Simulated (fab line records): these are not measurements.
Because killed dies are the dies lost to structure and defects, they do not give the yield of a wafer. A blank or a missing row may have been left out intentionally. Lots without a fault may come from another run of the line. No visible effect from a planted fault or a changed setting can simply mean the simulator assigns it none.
Problem report, 8D (eight disciplines) form, completed by code | flow nand harc | the parts of the form that need people (team, actions taken, sign-off) are left out

== 1. THE ISSUE ==
killed at array at NHARC_END_SORT_01 reads a mean of 673 on 1 wafer of 1 lot; wafers without a fault read 65 with a standard deviation of 19. That is +32 standard deviations from the usual mean.
First observed at day 31 08:02: wafer L166.3, on prober-02. The record holds 1 wafer of 1 lot with a number at this step. By rule, "out" or "out of limits" means more than 4 standard deviations away from the usual mean. The other wafers with a number count as sound.

== 2. WHAT IT IS AND WHAT IT IS NOT ==
question                    | is                           | is not
which readings at this step | killed at array, killed dies | killed at other, killed at periphery, killed open, killed short
which lots                  | L166                         | -
which wafers of those lots  | all that have a number       | -
read on which gauges        | prober-02                    | -
when                        | from day 31 08:02            | up to then (0 sound wafers)

== 3. SUSPECTS, AND WHAT RULES EACH OUT ==
Counting: a tool at a process step up to the reading stays a suspect if it ran every lot that is out and no sound lot after the first of them.
- ruled out: the gauge at NHARC_END_SORT_01. All the wafers that are out were read on prober-02, but those of them that NHARC_A_CONTACT_ETCH_31 has rows for are out there too, on other tools.
- rie diel-04 at NHARC_A_CONTACT_DESCUM_13 (chemistry O2, time 3 s): kept. It ran the lot that is out, L166 (day 29 01:32), and no sound lot after that.
- rie diel-04 at NHARC_A_CONTACT_ETCH_88 (etches the open film in CF4, target depth 39 nm, time 65 s): kept. It ran the lot that is out, L166 (day 29 01:37), and no sound lot after that.
- rie diel-04 at NHARC_A_CONTACT_ETCH_89 (etches the open film in N2/H2, target depth 260 nm, time 475.3 s): kept. It ran the lot that is out, L166 (day 29 02:07), and no sound lot after that. NHARC_A_CONTACT_ETCH_89 gives no start for some lots, so the hours and the order of its lots are those of NHARC_A_CONTACT_ETCH_31.
- rie diel-04 at NHARC_A_CONTACT_ETCH_30 (etches the open film in CF4/CHF3, target depth 72.6 nm, time 36.3 s): kept. It ran the lot that is out, L166 (day 29 02:07), and no sound lot after that. NHARC_A_CONTACT_ETCH_30 gives no start for some lots, so the hours and the order of its lots are those of NHARC_A_CONTACT_ETCH_31.
- rie diel-04 at NHARC_A_CONTACT_ETCH_31 (etches the open film in O2/COS, target depth 2800 nm, time 728 s): kept. It ran the lot that is out, L166 (day 29 02:07), and no sound lot after that. Out on those wafers are its own readings of oes product au.
- har cap etch-02 at NHARC_A_CONTACT_ETCH_134 (etches the open film in C4F8/O2/Ar, time 140 s, target depth 700 nm): kept. It ran the lot that is out, L166 (day 29 02:41), and no sound lot after that.
Left after counting: rie diel-04 at NHARC_A_CONTACT_DESCUM_13, rie diel-04 at NHARC_A_CONTACT_ETCH_88, rie diel-04 at NHARC_A_CONTACT_ETCH_89, rie diel-04 at NHARC_A_CONTACT_ETCH_30, rie diel-04 at NHARC_A_CONTACT_ETCH_31, har cap etch-02 at NHARC_A_CONTACT_ETCH_134.

== 4. THE CAUSE (what the simulator had put in) ==
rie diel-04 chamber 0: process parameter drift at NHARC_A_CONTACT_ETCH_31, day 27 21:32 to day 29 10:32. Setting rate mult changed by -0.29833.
This tool is one of the 6 suspects left after counting.

== 5. THE CHAIN OF EFFECTS, in route order ==
One row per reading whose mean, taken over the struck wafers that have a number, lies over 3 standard deviations from the usual. Only readings for which the record gives a usual standard deviation are gone through. hours: the time from each lot's start at the first step in this table that gives one to its start at this step, as a median over the lots. sigmas: the change in usual standard deviations.
hours | step                    | reading         | usual      | on struck wafers | change | sigmas
0     | NHARC_A_CONTACT_ETCH_31 | oes product au  | 0.996 a.u. | 0.810            | -0.186 | -20
54    | NHARC_END_SORT_01       | killed at array | 65         | 673              | +608   | +32
54    | NHARC_END_SORT_01       | killed dies     | 69         | 677              | +608   | +32
It contains these process steps:
- NHARC_A_CONTACT_ETCH_31: etches the open film in O2/COS, target depth 2800 nm, time 728 s.

== 6. WHAT WOULD HAVE CAUGHT IT SOONER ==
The first out-of-limits reading at a measuring or inspecting step in this record came at day 31 08:02, 82 hours after the fault's start at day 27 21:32.
At NHARC_A_CONTACT_ETCH_31, the tool's own readings (oes product au) were out on each struck wafer the step has a row for, so an alarm limit on them would have fired on the first such wafer.
Lots out: 1; all had begun NHARC_A_CONTACT_ETCH_31 on rie diel-04 by day 31 08:02. A hold on the tool at that time would have spared none of them.
